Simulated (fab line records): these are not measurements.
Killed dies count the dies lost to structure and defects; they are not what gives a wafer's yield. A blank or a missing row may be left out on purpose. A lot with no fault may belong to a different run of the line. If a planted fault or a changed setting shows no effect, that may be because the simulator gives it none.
The same fault as seen by 2 desks || flow nand harc || every desk sees just its own numbers, and what lay behind them comes last

TOOL OWNER'S DESK, pecvd onon-03
The tool's own readings at NHARC_A_ONON_D1_DEP_28 (target thk 1000 nm): means of the sampled wafers that have a number, for each lot that ran on this tool. A lot is out of limits, marked OUT, if its mean lies more than 4 standard deviations from the usual mean; the brackets give that distance.
Columns: A = n2 flow sccm at NHARC_A_ONON_D1_DEP_28, usual 2749 sccm; B = n2o flow sccm at NHARC_A_ONON_D1_DEP_28, usual 2000 sccm
{"lot": "L554", "first seen here": "day 8 20:45", "A": 2739, "B": 1993}
{"lot": "L557", "first seen here": "day 9 06:26", "A": 2752, "B": 2008}
{"lot": "L559", "first seen here": "day 9 12:11", "A": 2734, "B": 1995}
{"lot": "L564", "first seen here": "day 11 04:44", "A": 2747, "B": 2004}
Finding of this desk: none of the 4 lots has anything out of limits.

METROLOGY DESK
What the gauges read, lot by lot, whatever tool the lot ran on: means of the sampled wafers that have a number. A lot is out of limits, marked OUT, if its mean lies more than 4 standard deviations from the usual mean; the brackets give that distance.
Columns: A = overlay x nm at NHARC_A_CHANNEL_HOLE_D1_OVL_MEAS_11, usual 0.2 nm; B = overlay y nm at NHARC_A_CHANNEL_HOLE_D1_OVL_MEAS_11, usual 0.3 nm
{"lot": "L554", "first seen here": "day 9 00:34", "A": 0.6, "B": 1.2}
{"lot": "L552", "first seen here": "day 9 02:06", "A": 1.5, "B": 0.2}
{"lot": "L555", "first seen here": "day 9 02:16", "A": 1.0, "B": 0.2}
{"lot": "L553", "first seen here": "day 9 02:30", "A": -0.4, "B": -0.6}
{"lot": "L556", "first seen here": "day 9 08:20", "A": 1.1, "B": 2.0}
{"lot": "L557", "first seen here": "day 9 10:32", "A": 1.0, "B": 2.0}
{"lot": "L559", "first seen here": "day 9 16:13", "A": -0.4, "B": 0.9}
{"lot": "L560", "first seen here": "day 10 23:16", "A": 0.3, "B": -0.3}
{"lot": "L564", "first seen here": "day 11 08:39", "A": 0.5, "B": 0.9}
{"lot": "L566", "first seen here": "day 11 09:00", "A": 0.3, "B": 0.6}
{"lot": "L563", "first seen here": "day 11 10:09", "A": -0.5, "B": 0.6}
Finding of this desk: none of the 11 lots has anything out of limits.

PUT TOGETHER
The desk of the tool owner found nothing out of limits.
Metrology desk: nothing out of limits seen.

WHAT THE SIMULATOR PUT IN
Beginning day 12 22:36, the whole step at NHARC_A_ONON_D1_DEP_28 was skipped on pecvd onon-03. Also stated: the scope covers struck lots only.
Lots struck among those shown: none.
